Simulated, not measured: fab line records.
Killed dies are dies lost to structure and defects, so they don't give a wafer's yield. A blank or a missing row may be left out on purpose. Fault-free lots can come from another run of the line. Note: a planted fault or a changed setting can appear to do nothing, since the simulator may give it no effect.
fab line records	flow nand_harc
record: lots: 12	wafers: 36	last_day: 24
route steps=1159 shown P_BONDPAD@379 A_ZERO_WELL@404 A_ONON_D1@436
lots untouched by any fault: they come from a run of this same line in which no faults occurred
start_h: hours from the record's first day to the start of the lot's first wafer shown	wait_h: hours elapsed since this lot's preceding step	" same as the row above	L1.1+2: several wafers, shown together as one row	- value missing, or start not given	* or withheld: withheld	< > ~ a bound
route shown NAME@n: NAME is a module with steps in the file, n the number in the route of the first one	usual: mean/standard deviation of fault-free wafers	same: alike in all rows	chamber/n: place in a boat	sites: each site's reading	_std_site: their standard deviation	_edge_site: mean of outer sites minus mean of inner sites	radius_mm: for every site, how far away it sits from the centre of the wafer	mask NAME#n: copy n	behind: the tool/chamber that last shaped the wafer	hold: cause of the lot's hold/its duration in hours/its outcome	device: names the non-switching transistor (n, p or np)	end of line: tests run on the same wafers once the route is complete	step lacking rows: just its recipe	killed: not the wafer's yield, but the dies lost to structure and defects at the first sort	map: dies across one wafer; x = killed, . = not, _ = none there
set.NAME: the setting the step ran with; set.NAME@STEP: the setting that earlier step ran with	model.NAME: the simulator's own value behind a step, which no gauge read
steps of the route over a sample of lots; a table a step, a row a wafer
services: when a tool's chamber went out of use (start_h, in hours from the record's first day, below 0 if earlier), for how many hours, and the reason
== steps ==
step: NHARC_P_BONDPAD_ANNEAL_28
recipe: temp_c: 225	time_s: 90
usual: wafer_temp_C_max: 225.75/0.25
lot.wafer	tool	chamber	start_h	wait_h	wafer_temp_C_max
L464.1	rtp_anneal-02	0	125.33	0.3	225.70
L464.4	"	0	"	"	225.72
L464.5	"	0	"	"	225.36
L465.2	rtp_anneal-01	0	153.78	-	225.72
L465.4	"	0	"	"	226.18
L465.6	"	0	"	"	225.64
L470.1	rtp_anneal-02	0	171.32	0.4	225.32
L470.2	"	0	"	"	225.51
L470.6	"	0	"	"	225.68
L472.1	rtp_anneal-01	0	176.68	-	225.89
L472.3	"	0	"	"	226.26
L472.6	"	0	"	"	226.29
L476.2	rtp_anneal-02	0	207.66	-	225.72
L476.4	"	0	"	"	225.55
L476.5	"	0	"	"	225.42
L474.1	rtp_anneal-01	0	208.89	-	226.03
L474.2	"	0	"	"	225.69
L474.4	"	0	"	"	225.88
L479.1	rtp_anneal-02	0	223.10	0.3	225.86
L479.5	"	0	"	"	225.54
L479.6	"	0	"	"	225.75
L481.3	rtp_anneal-02	0	230.46	-	225.76
L481.5	"	0	"	"	226.00
L481.6	"	0	"	"	225.55
L483.2	rtp_anneal-01	0	239.49	0.4	226.23
L483.4	"	0	"	"	225.99
L483.6	"	0	"	"	225.87
L484.1	rtp_anneal-01	0	245.60	-	225.79
L484.2	"	0	"	"	226.13
L484.5	"	0	"	"	225.71
L486.1	rtp_anneal-02	0	256.97	0.3	225.63
L486.3	"	0	"	"	225.66
L486.5	"	0	"	"	225.44
L487.1	rtp_anneal-02	0	283.47	0.4	225.66
L487.2	"	0	"	"	225.77
L487.3	"	0	"	"	225.67
step: NHARC_P_BONDPAD_INSPECT_23
usual: raw_defect_count: 323/130
lot.wafer	tool	chamber	start_h	wait_h	raw_defect_count
L464.1	defect_inspect-02	-	126.21	0.0	211
L464.4	"	-	"	"	182
L464.5	"	-	"	"	258
L465.2	defect_inspect-02	-	154.62	0.0	176
L465.4	"	-	"	"	283
L465.6	"	-	"	"	471
L470.1	defect_inspect-01	-	172.18	0.0	332
L470.2	"	-	"	"	318
L470.6	"	-	"	"	208
L472.1	defect_inspect-02	-	177.56	0.0	486
L472.3	"	-	"	"	512
L472.6	"	-	"	"	455
L476.2	defect_inspect-01	-	208.49	0.0	373
L476.4	"	-	"	"	351
L476.5	"	-	"	"	192
L474.1	defect_inspect-02	-	209.79	0.0	212
L474.2	"	-	"	"	308
L474.4	"	-	"	"	260
L479.1	defect_inspect-01	-	223.98	0.1	303
L479.5	"	-	"	"	347
L479.6	"	-	"	"	297
L481.3	defect_inspect-01	-	231.24	0.0	281
L481.5	"	-	"	"	252
L481.6	"	-	"	"	480
L483.2	defect_inspect-02	-	240.33	0.0	402
L483.4	"	-	"	"	364
L483.6	"	-	"	"	334
L484.1	defect_inspect-01	-	246.48	0.0	365
L484.2	"	-	"	"	345
L484.5	"	-	"	"	261
L486.1	defect_inspect-02	-	257.86	0.1	291
L486.3	"	-	"	"	282
L486.5	"	-	"	"	313
L487.1	defect_inspect-02	-	284.33	0.0	216
L487.2	"	-	"	"	247
L487.3	"	-	"	"	322
step: NHARC_A_ZERO_WELL_ETCH_19
recipe: target_depth_a: 800	overetch_a: 240	time_s: 87.88	ion_energy_ev: 200	n2_flow_sccm: 150	h2_flow_sccm: 150	ar_flow_sccm: 0	rf_w: 400	bias_w: 150	chemistry: N2/H2
usual: drypump_motor_current_A: 5.7/0.42	oes_product_au: 0.997/0.012	rf_fwd_power_W: 396.6/1.5	rf_vpp_V: 430.4/2.2	showerhead_plenum_p_Torr: 2.04/0.077	throttle_valve_pct: 14.173/0.0095
lot.wafer	tool	chamber	start_h	wait_h	drypump_motor_current_A	oes_product_au	rf_fwd_power_W	rf_hours_counter_h	rf_vpp_V	showerhead_plenum_p_Torr	throttle_valve_pct
L464.4	rie_diel-05	1	127.78	0.1	5.2	0.992	397.2	9	431.7	2.10	14.179
L464.1	"	3	"	"	5.9	1.004	398.1	8	434.2	2.14	14.147
L464.5	"	1	"	"	5.1	1.001	396.8	-	431.7	2.10	14.184
L465.2	rie_diel-01	0	156.21	0.1	5.6	0.998	397.8	1	430.5	2.00	14.153
L465.4	"	3	"	"	6.2	0.991	395.9	1	431.9	2.08	14.170
L465.6	"	1	"	"	5.3	1.000	394.5	-	427.5	1.94	14.165
L470.2	rie_diel-05	1	173.62	0.1	5.2	0.982	397.3	0	431.9	2.10	14.169
L470.1	"	3	"	"	5.9	1.008	397.9	0	433.1	2.14	14.185
L470.6	"	1	"	"	5.2	0.987	398.4	-	432.5	2.10	14.181
L472.1	rie_diel-07	3	179.11	0.1	5.5	1.005	397.3	7	432.0	2.10	14.170
L472.3	"	1	"	"	5.4	1.003	399.3	8	433.7	2.16	14.182
L472.6	"	3	"	"	5.4	1.005	396.9	-	432.7	2.10	14.185
L476.4	rie_diel-05	3	209.96	0.1	5.9	1.015	396.5	2	433.6	2.14	14.169
L476.2	"	0	"	"	5.3	0.984	394.3	2	430.6	2.06	14.179
L476.5	"	2	"	"	6.5	0.987	398.7	-	429.5	1.97	14.165
L474.1	rie_diel-07	3	211.37	0.1	5.4	1.005	396.6	10	432.0	2.10	14.156
L474.2	"	1	"	"	5.4	1.010	397.8	10	434.3	2.16	14.186
L474.4	"	2	"	"	5.8	1.003	397.2	10	434.5	2.12	14.174
L479.1	rie_diel-01	1	225.60	0.1	5.4	0.998	394.9	9	427.9	1.94	14.179
L479.5	"	3	"	"	6.2	0.977	395.6	-	430.9	2.08	14.170
L479.6	"	0	"	"	5.6	0.981	395.3	-	430.3	1.99	14.164
L481.3	rie_diel-01	1	232.81	0.1	5.4	1.001	394.9	10	428.6	1.94	14.171
L481.5	"	0	"	"	5.6	0.993	397.8	-	429.4	1.99	14.181
L481.6	"	1	"	"	5.4	1.016	394.5	-	427.0	1.94	14.173
L483.2	rie_diel-01	1	241.78	0.1	5.3	1.008	397.2	11	426.8	1.94	14.169
L483.4	"	3	"	"	6.3	0.982	396.4	12	432.7	2.08	14.174
L483.6	"	0	"	"	5.6	0.991	398.1	-	430.2	1.99	14.173
L484.2	rie_diel-01	1	248.04	0.1	5.3	0.993	397.2	11	428.8	1.94	14.174
L484.1	"	2	"	"	5.6	0.994	398.3	12	427.7	1.91	14.164
L484.5	"	1	"	"	5.4	1.007	396.7	-	427.3	1.94	14.170
L486.1	rie_diel-05	1	259.42	0.1	5.2	0.988	398.3	6	432.2	2.10	14.159
L486.3	"	3	"	"	6.0	1.011	397.3	6	433.9	2.13	14.177
L486.5	"	1	"	"	5.1	0.988	397.2	-	430.7	2.10	14.168
L487.3	rie_diel-05	1	285.90	0.1	5.2	0.984	398.9	8	432.8	2.10	14.150
L487.2	"	2	"	"	6.5	0.983	396.2	8	428.6	1.97	14.181
L487.1	"	3	"	"	5.9	1.017	398.0	7	431.5	2.13	14.179
step: NHARC_A_ONON_D1_DEP_16
recipe: target_thk_a: 10000	n2_flow_sccm: 2750	n2o_flow_sccm: 2000	nh3_flow_sccm: 500	sih4_flow_sccm: 210	temp_c: 400
usual: nh3_flow_sccm: 499.6/1.5	sih4_flow_sccm: 210.1/0.65
lot.wafer	tool	chamber	start_h	wait_h	nh3_flow_sccm	sih4_flow_sccm
L464.1	pecvd_onon-02	0	162.64	0.1	499.3	210.7
L464.4	"	0	"	"	498.5	210.3
L464.5	"	0	"	"	498.2	210.3
L465.2	pecvd_onon-02	0	187.71	0.1	501.3	210.3
L465.4	"	0	"	"	499.3	211.2
L465.6	"	0	"	"	500.5	211.1
L470.1	pecvd_onon-02	0	203.60	0.2	497.3	209.9
L470.2	"	0	"	"	497.4	209.3
L470.6	"	0	"	"	498.2	209.6
L472.1	pecvd_onon-01	0	210.33	0.1	500.3	209.9
L472.3	"	0	"	"	497.7	209.6
L472.6	"	0	"	"	499.8	209.4
L474.1	pecvd_onon-01	0	241.22	0.1	497.6	211.2
L474.2	"	0	"	"	499.3	210.4
L474.4	"	0	"	"	499.0	209.7
L476.2	pecvd_onon-02	0	241.28	0.1	499.6	210.2
L476.4	"	0	"	"	503.5	209.8
L476.5	"	0	"	"	500.5	209.2
L479.1	pecvd_onon-02	0	254.84	0.4	499.6	209.8
L479.5	"	0	"	"	496.8	210.5
L479.6	"	0	"	"	500.1	210.2
L481.3	pecvd_onon-04	0	263.47	0.2	498.5	210.5
L481.5	"	0	"	"	499.3	210.1
L481.6	"	0	"	"	499.1	210.4
L483.2	pecvd_onon-01	0	274.22	0.1	497.4	210.0
L483.4	"	0	"	"	497.5	210.5
L483.6	"	0	"	"	500.2	210.4
L484.1	pecvd_onon-01	0	280.40	0.1	500.9	210.0
L484.2	"	0	"	"	500.6	209.6
L484.5	"	0	"	"	500.8	211.4
L486.1	pecvd_onon-04	0	291.38	0.1	497.1	210.2
L486.3	"	0	"	"	500.0	210.6
L486.5	"	0	"	"	497.8	209.3
L487.1	pecvd_onon-04	0	318.04	0.1	498.2	211.5
L487.2	"	0	"	"	499.4	210.9
L487.3	"	0	"	"	502.6	211.4
step: NHARC_A_ONON_D1_THK_MEAS_18
recipe: thk_meas_gauge: ellipsometry
usual: thk_nm: 1000/7.3
lot.wafer	tool	chamber	start_h	wait_h	hold	thk_nm
L464.1	film_metro-02	-	163.15	-	-	1005
L464.4	"	-	"	"	-	1004
L464.5	"	-	"	"	-	1004
L465.2	film_metro-02	-	188.17	-	-	999
L465.4	"	-	"	"	-	1000
L465.6	"	-	"	"	-	1000
L470.1	film_metro-02	-	204.11	-	-	1007
L470.2	"	-	"	"	-	1004
L470.6	"	-	"	"	-	1006
L472.1	film_metro-02	-	210.84	-	-	1007
L472.3	"	-	"	"	-	1007
L472.6	"	-	"	"	-	1003
L474.1	film_metro-02	-	241.73	-	-	997
L474.2	"	-	"	"	-	996
L474.4	"	-	"	"	-	998
L476.2	film_metro-01	-	241.73	-	await_dispo/0.2h/release	1849
L476.4	"	-	"	"	await_dispo/0.2h/release	1847
L476.5	"	-	"	"	await_dispo/0.2h/release	1847
L476.2	film_metro-01	-	241.90	0.2	-	1847
L476.4	"	-	"	"	-	1847
L476.5	"	-	"	"	-	1848
L479.1	film_metro-01	-	255.35	-	await_dispo/0.2h/release	1840
L479.5	"	-	"	"	await_dispo/0.2h/release	1840
L479.6	"	-	"	"	await_dispo/0.2h/release	1839
L479.1	film_metro-01	-	255.52	0.2	-	1840
L479.5	"	-	"	"	-	1840
L479.6	"	-	"	"	-	1840
L481.3	film_metro-01	-	263.87	-	-	997
L481.5	"	-	"	"	-	995
L481.6	"	-	"	"	-	995
L483.2	film_metro-01	-	274.66	-	-	1001
L483.4	"	-	"	"	-	999
L483.6	"	-	"	"	-	1001
L484.1	film_metro-02	-	280.91	-	-	988
L484.2	"	-	"	"	-	989
L484.5	"	-	"	"	-	990
L486.1	film_metro-01	-	291.88	-	-	1004
L486.3	"	-	"	"	-	1002
L486.5	"	-	"	"	-	1001
L487.1	film_metro-02	-	318.55	-	-	1006
L487.2	"	-	"	"	-	1005
L487.3	"	-	"	"	-	1004
== services ==
tool	chamber	start_h	hours	kind
rie_diel-01	2	107.03	8.3	repair
pecvd_onon-02	-	111.33	13.0	pm
rie_diel-01	3	112.45	4.6	repair
rie_diel-01	1	114.51	2.2	repair
rie_diel-01	0	117.10	-	clean
rie_diel-01	1	117.10	-	clean
rie_diel-01	-	137.80	9.0	pm
rie_diel-05	2	146.92	5.3	repair
rie_diel-05	-	163.60	9.0	pm
rie_diel-01	-	183.09	0.4	repair
pecvd_onon-01	-	195.04	13.0	pm
rie_diel-01	1	205.92	7.1	repair
rie_diel-07	0	220.31	14.3	repair
rie_diel-05	3	223.78	5.4	repair
rie_diel-07	-	228.20	9.0	pm
pecvd_onon-04	-	237.00	13.0	pm
rie_diel-05	2	262.83	8.4	repair
rie_diel-05	3	277.07	8.3	repair
rie_diel-07	0	287.54	5.7	repair
pecvd_onon-02	-	292.33	13.0	pm
rtp_anneal-02	-	300.00	12.0	pm
rie_diel-07	2	301.94	2.4	repair
rie_diel-05	2	313.88	9.6	repair
rie_diel-01	-	314.80	9.0	pm
== key ==
first_sign: step: NHARC_A_ONON_D1_THK_MEAS_18	reading: visit	direction: added
effect: step: NHARC_A_ONON_D1_THK_MEAS_18	reading: thk_nm	direction: up	sigmas: 99+	usual: 1000	struck: 1844
met_at NHARC_A_ONON_D1_DEP_16
struck_lots L476,L479
struck_wafers L476.2,L476.4,L476.5,L479.1,L479.5,L479.6
scrapped_behind NHARC_A_ONON_D1_THK_MEAS_18 L476.2,L476.4,L476.5,L479.1,L479.5,L479.6
not_acting_at NHARC_P_BONDPAD_ANNEAL_28,NHARC_P_BONDPAD_INSPECT_23,NHARC_A_ZERO_WELL_ETCH_19
onset_between 203.60 241.28
fault: kind: process_parameter_drift	tool: pecvd_onon-02	chamber: 0	onset_h: 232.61	steps: NHARC_A_ONON_D1_DEP_16	channel: target_thk_a	offset: *	shape: step	end_h: 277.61	acts_in: *	stated: *
